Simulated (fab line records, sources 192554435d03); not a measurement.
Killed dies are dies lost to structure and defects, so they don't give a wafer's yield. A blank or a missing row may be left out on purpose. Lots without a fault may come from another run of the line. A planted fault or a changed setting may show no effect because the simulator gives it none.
Split-lot experiment | flow n5_finfet | 7 lots, 39 wafers read, on a route of 1938 steps

THE SPLIT
At N5_SD_EPI_N_DESCUM_14 (chemistry O2, time 7.9 s), the setting time_s was moved away from the recipe's 7.9 s on 12 of the 39 wafers read, by -53.7% to +37.1%. The other wafers ran this setting at the recipe's value.

The reading is taken at the split's own step.

THE READING
CAR-ArF-block_of_SD_EPI_N_COAT_03.thk_nm (the simulator's own value, which no gauge read), in nm, at N5_SD_EPI_N_DESCUM_14 (chemistry O2, time 7.9 s). The file gives no usual value for it. The 27 wafers here that ran the recipe average 143.2 nm, standard deviation 0.37 nm.

wafer  | tool, chamber at the split | time_s as run, s | against the recipe | CAR-ArF-block_of_SD_EPI_N_COAT_03.thk_nm, nm | against lot-mates on the recipe
L077.1 | rie_diel-05, 2,3,2         | 7.9              | recipe             | 143.2                                        | -
L077.2 | rie_diel-05, 2,3,2         | 7.9              | recipe             | 143.2                                        | -
L077.4 | rie_diel-05, 2,3,2         | 7.9              | recipe             | 143.2                                        | -
L077.3 | rie_diel-05, 0             | 7.9              | recipe             | 143.4                                        | -
L077.5 | rie_diel-05, 0             | 7.9              | recipe             | 143                                          | -
L077.6 | rie_diel-05, 3             | 7.9              | recipe             | 142.8                                        | -
L078.1 | rie_diel-04, 3             | 7.9              | recipe             | 142.4                                        | -
L078.2 | rie_diel-04, 1             | 9.61             | +21.6%             | 142.4                                        | -0.3
L078.3 | rie_diel-04, 2             | 9.61             | +21.6%             | 142.2                                        | -0.5
L078.4 | rie_diel-04, 0             | 7.9              | recipe             | 142.8                                        | -
L078.5 | rie_diel-04, 3             | 7.9              | recipe             | 143                                          | -
L078.6 | rie_diel-04, 0             | 9.61             | +21.6%             | 141.8                                        | -0.9
L079.1 | rie_diel-05, 2             | 7.9              | recipe             | 143                                          | -
L079.2 | rie_diel-05, 0             | 3.661            | -53.7%             | 145.2                                        | +2.3
L079.3 | rie_diel-05, 1             | 7.9              | recipe             | 142.8                                        | -
L079.5 | rie_diel-05, 1             | 7.9              | recipe             | 142.8                                        | -
L079.4 | rie_diel-05, 0             | 3.661            | -53.7%             | 145.6                                        | +2.7
L079.6 | rie_diel-05, 2             | 3.661            | -53.7%             | 145.4                                        | +2.5
L088.1 | rie_diel-06, 2             | 7.9              | recipe             | 142.8                                        | -
L088.2 | rie_diel-06, 0,3           | 10.83            | +37.1%             | 141.4                                        | -2.0
L088.4 | rie_diel-06, 0,3           | 10.83            | +37.1%             | 141.4                                        | -2.0
L088.3 | rie_diel-06, 3             | 7.9              | recipe             | 143.4                                        | -
L088.5 | rie_diel-06, 0             | 7.9              | recipe             | 144                                          | -
L088.6 | rie_diel-06, 2             | 10.83            | +37.1%             | 141.8                                        | -1.6
L089.2 | rie_diel-06, 2             | 7.9              | recipe             | 144                                          | -
L089.3 | rie_diel-06, 0,2           | 7.9              | recipe             | 143.6                                        | -
L089.4 | rie_diel-06, 0,2           | 7.9              | recipe             | 143.6                                        | -
L090.1 | rie_diel-05, 1,3,3         | 6.23             | -21.1%             | 144.2                                        | +1.2
L090.2 | rie_diel-05, 1,3,3         | 6.23             | -21.1%             | 144.2                                        | +1.2
L090.5 | rie_diel-05, 1,3,3         | 6.23             | -21.1%             | 144.2                                        | +1.2
L090.3 | rie_diel-05, 0,2,0         | 7.9              | recipe             | 143                                          | -
L090.4 | rie_diel-05, 0,2,0         | 7.9              | recipe             | 143                                          | -
L090.6 | rie_diel-05, 0,2,0         | 7.9              | recipe             | 143                                          | -
L094.1 | rie_diel-04, 3             | 7.9              | recipe             | 143                                          | -
L094.2 | rie_diel-04, 0,1           | 7.9              | recipe             | 143.4                                        | -
L094.3 | rie_diel-04, 0,1           | 7.9              | recipe             | 143.4                                        | -
L094.4 | rie_diel-04, 2,3           | 7.9              | recipe             | 143.2                                        | -
L094.6 | rie_diel-04, 2,3           | 7.9              | recipe             | 143.2                                        | -
L094.5 | rie_diel-04, 2             | 7.9              | recipe             | 143.6                                        | -
Where a row lists several chambers, the file gives one row for several wafers and doesn't say which wafer went through which chamber.

THE FIT
A straight line over all 39 wafers: CAR-ArF-block_of_SD_EPI_N_COAT_03.thk_nm changes by -0.0434 nm for each +1% of time_s; r = -0.94; the points scatter about the line by 0.33 nm.
The same after taking each lot's own level away (the mean of its wafers on the recipe; 39 wafers): -0.047 nm for each +1%; r = -0.97; scatter 0.26 nm.
On that fit, the largest move of time_s shifts the reading by 2.5 nm.
The lots' own levels span 142.73 to 143.73 nm, that is 2.7 times the standard deviation above.
So the lot-to-lot level changes the slope little: the two slopes agree.
Check: with one of the wafers moved furthest among these (-53.7%) left out of the fit, the line predicts +2.62 nm for it against its lot-mates. It came out at +2.33 nm against them.

OTHER SPLITS ON THESE WAFERS
These wafers also went through other splits before the reading. Each is held against what the fit with the lots' levels taken away leaves over:
other split on the same wafers       | wafers away from the commonest value | r with CAR-ArF-block_of_SD_EPI_N_COAT_03.thk_nm (lot level and that fit taken away)
N5_FIN_SAQP_HM_DEP_03 time_s         | 12                                   | -0.23
N5_STI_FIN_REVEAL_ETCHBACK_08 time_s | 18                                   | +0.17

THE FILE'S OWN FIT
CAR-ArF-block_of_SD_EPI_N_COAT_03.thk_nm changes by -0.0471 nm for each +1% of time_s, r = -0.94.
